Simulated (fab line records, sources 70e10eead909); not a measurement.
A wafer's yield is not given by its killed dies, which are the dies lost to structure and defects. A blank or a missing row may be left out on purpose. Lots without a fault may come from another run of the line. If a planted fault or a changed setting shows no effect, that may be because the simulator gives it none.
Matching of chambers -- flow nand harc -- rie diel-05 running NHARC_A_CONTACT_ETCH_92: 4 sister chambers
The step etches the open film in CH3F/O2, target depth 40 nm, time 85.7 s. 22 wafers are shown with their chamber, then 11 later ones without.

WAFERS PAIRED WITH THEIR CHAMBERS
wafer,chamber,showerhead plenum p Torr (Torr),drypump motor current A (A),o2 flow sccm (sccm)
L076.1,2,2.65,5.8,30.04
L076.2,0,2.60,5.5,30.08
L076.5,1,2.59,6.6,29.87
L077.2,0,2.60,5.5,30.07
L077.3,3,2.50,5.9,29.96
L077.6,0,2.60,5.5,30.10
L078.1,3,2.50,5.9,30.08
L078.3,2,2.65,5.7,29.97
L078.5,3,2.50,5.8,30.01
L083.2,2,2.65,5.7,30.07
L083.4,3,2.49,5.8,30.20
L083.6,0,2.60,5.5,29.92
L085.1,3,2.49,5.8,30.14
L085.2,2,2.65,5.7,29.97
L085.3,1,2.59,6.6,29.91
L084.2,3,2.49,5.9,30.09
L084.3,2,2.65,5.7,29.94
L084.5,2,2.65,5.7,30.06
L087.1,3,2.49,5.9,30.09
L087.2,0,2.60,5.4,30.06
L087.6,0,2.60,5.4,29.94
L090.1,2,2.64,5.7,29.86

SIGNATURES, as means of the wafers listed above
reading,chamber 0,chamber 1,chamber 2,chamber 3,scatter within a chamber
showerhead plenum p Torr,2.6000,2.5900,2.6486,2.4943,0.00378
drypump motor current A,5.467,6.600,5.714,5.857,0.0466
o2 flow sccm,30.0283,29.8900,29.9871,30.0814,0.0754
Rule: for each reading, subtract the chamber's mean from the wafer's reading, divide by that reading's scatter and square the result; add these up over the readings and take the root, which gives the wafer's distance from the chamber. If the next closest chamber is less than 2 further off than the closest, the wafer can't be placed; otherwise it belongs to the closest. How the scatter is found: for the shown wafers, subtract from each reading the mean of its chamber, square and add these, divide the total by (wafers less chambers), then take the root.

WAFERS WHOSE CHAMBER IS MISSING
wafer,showerhead plenum p Torr (Torr),drypump motor current A (A),o2 flow sccm (sccm)
L090.3,2.49,5.8,30.04
L090.5,2.64,5.7,30.17
L088.4,2.60,5.4,30.21
L088.5,2.49,5.8,29.97
L088.6,2.64,5.8,29.89
L092.1,2.59,5.5,30.12
L092.2,2.64,5.7,29.91
L092.3,2.49,5.8,29.85
L097.2,2.64,5.8,30.01
L097.3,2.59,5.5,29.91
L097.6,2.58,6.6,30.08

THE CHAMBER EACH PASSED THROUGH
wafer,from the rows above,in truth
L090.3,3,3
L090.5,2,2
L088.4,0,0
L088.5,3,3
L088.6,2,2
L092.1,0,0
L092.2,2,2
L092.3,3,3
L097.2,2,2
L097.3,0,0
L097.6,1,1
Correctly placed: 11 of 11. From these rows, 0 cannot be placed. 0 placed wrongly.
